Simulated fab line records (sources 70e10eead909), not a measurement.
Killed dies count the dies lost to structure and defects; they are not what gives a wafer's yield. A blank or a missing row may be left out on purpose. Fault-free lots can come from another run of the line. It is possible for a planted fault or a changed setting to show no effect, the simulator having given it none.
A struck lot beside a sound one	flow nand_harc	11 out of 1302 route steps
Sound: these wafers, L653.1, L653.4, L653.6. Wafers L664.1, L664.2, L664.5 were the ones struck. The cause is given at the end.
Each step with rows lists, per side, the tool, then ch with its chambers, then its first start. Under that, the readings that differ: sound wafers	struck wafers	difference of the means	sigmas: that difference in standard deviations of wafers without a fault.
alike: same words and numbers on both sides, and readings whose means sit less than 2 such deviations apart. not compared: any withheld reading, any reading some wafer has no value for, any bound like >300 that may hide the same value, and any number with overlapping values for which the record gives no deviation.
The two part at a step that has a row with sigmas, a row that says differs or no value, or rows on one side only. Non-overlapping numbers with no deviation appear without sigmas and do not part them. A reading missing from all wafers of one side parts the sides only when that side holds two or more wafers.

first, 1 step without rows for these wafers: NHARC_A_WL_FILL_CVD_23 (deposits poly-Si, target thk 40 nm, time 800 s).
NHARC_A_WL_FILL_ETCHBACK_26: etches the open film in HBr, target depth 52 nm, time 13.3 s.
  sound on rie_si-02 ch 2,3, day 21 01:55; struck on rie_si-01 ch 0,1,3, day 25 14:13
  alike: drypump_motor_current_A, oes_product_au, throttle_valve_pct
  not compared: rf_hours_counter_h
then, 2 steps without rows for these wafers: NHARC_A_WL_FILL_PRECLEAN_30 (cleans in dHF, time 10 s); NHARC_A_WL_FILL_SRD_14.
NHARC_A_WL_FILL_ALD_19: deposits TiN, target thk 2 nm, pulse time 3 s, ald cycles 100.
  sound on ald_metal-01 ch 0,2,3, day 21 02:13; struck on ald_metal-02 ch 0,1, day 25 14:28
  alike: heater_power_w, precursor_pulse_height_rel
NHARC_A_WL_FILL_CVD_20: deposits W, target thk 100 nm, time 74 s.
  sound on cvd_w-02 ch 0,1; struck on cvd_w-01 ch 0,1
  alike: heater_power_w, mfc_ar_sccm, throttle_valve_pct
NHARC_A_WL_FILL_CMP_12: polishes, t overpolish 30 s, target thk 100 nm.
  sound on cmp-03 ch 0,1,2, day 21 02:34; struck on cmp-04 ch 1,3, day 25 14:51
  alike: motor_current_A, overpolish_run_s, time_to_endpoint_s
following that, these wafers have no rows for 1 step: NHARC_A_WL_FILL_SRD_31.
NHARC_A_WL_FILL_INSPECT_15:
  sound: defect_inspect-01 at day 21 03:02; struck: defect_inspect-02 at day 25 15:19
  alike: raw_defect_count
NHARC_A_CONTACT_DEP_24: deposits SiO2, target thk 500 nm.
  sound on pecvd-01 ch 0,1, day 21 03:10; struck on pecvd-01 ch 1,2, day 25 15:23
reading	sound	struck	difference	sigmas
rf_fwd_power_W (W)	902.1 904.5 902.1	1007.7 1006.9 1005.7	+103.9	+38
  alike: heater_power_w, throttle_valve_pct
-- break in the record here, with 4 days between the starts of the struck wafers on either side (left off in module A_CONTACT, picked up again in module END, where the first step shown is number 1302 on the route) --
NHARC_END_SORT_01:
  at this point the record logs the struck wafers (prober-01 ch 0, day 29 07:59) and has no rows for the sound ones

== WHERE THEY PART ==
At NHARC_A_CONTACT_DEP_24 first; at NHARC_END_SORT_01 last (within this record only).

WHY: what the simulator had put in
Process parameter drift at NHARC_A_CONTACT_DEP_24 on pecvd-01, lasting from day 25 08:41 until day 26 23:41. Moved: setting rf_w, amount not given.
